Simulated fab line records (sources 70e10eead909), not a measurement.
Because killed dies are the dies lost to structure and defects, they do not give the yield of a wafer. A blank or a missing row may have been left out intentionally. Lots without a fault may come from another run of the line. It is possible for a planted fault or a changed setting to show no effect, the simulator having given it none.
Matching of chambers :: flow nand harc :: rie diel-11 running NHARC_A_STAIRCASE_DESCUM_186: 4 sister chambers
The step chemistry O2, time 3 s. 4 wafers are shown with their chamber, then 8 later ones without.

WAFERS, EACH WITH ITS CHAMBER
wafer: L082.6
chamber: 2
showerhead plenum p Torr (Torr): 1.88

wafer: L085.1
chamber: 3
showerhead plenum p Torr (Torr): 1.93

wafer: L088.5
chamber: 0
showerhead plenum p Torr (Torr): 1.78

wafer: L089.3
chamber: 1
showerhead plenum p Torr (Torr): 1.85

WAFERS WITH NO CHAMBER GIVEN
wafer: L089.5
showerhead plenum p Torr (Torr): 1.85

wafer: L089.6
showerhead plenum p Torr (Torr): 1.87

wafer: L093.2
showerhead plenum p Torr (Torr): 1.77

wafer: L093.4
showerhead plenum p Torr (Torr): 1.85

wafer: L093.6
showerhead plenum p Torr (Torr): 1.77

wafer: L097.1
showerhead plenum p Torr (Torr): 1.86

wafer: L097.2
showerhead plenum p Torr (Torr): 1.84

wafer: L097.5
showerhead plenum p Torr (Torr): 1.77

WHICH CHAMBER EACH WENT THROUGH
wafer: L089.5
from the rows above: 1
in truth: 1

wafer: L089.6
from the rows above: can't be placed: 2 or 1
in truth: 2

wafer: L093.2
from the rows above: 0
in truth: 0

wafer: L093.4
from the rows above: 1
in truth: 1

wafer: L093.6
from the rows above: 0
in truth: 0

wafer: L097.1
from the rows above: can't be placed: 1 or 2
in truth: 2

wafer: L097.2
from the rows above: 1
in truth: 1

wafer: L097.5
from the rows above: 0
in truth: 0
Correctly placed: 6 of 8. These rows do not allow placing 2 (true chamber among the candidates in 2). Wrongly placed: 0.
How it was worked out, from the rows above alone: a wafer's distance from a chamber is the root of the sum, over the readings, of the square of ((its reading less the chamber's mean) divided by the reading's scatter). The wafer belongs to the nearest chamber; if the next one is less than 2 further off, it can't be placed. A chamber's mean is the mean of its shown wafers. The scatter (one wafer shown for each chamber): square how far every hidden wafer sits from the nearest shown wafer, average those squares and take the square root.
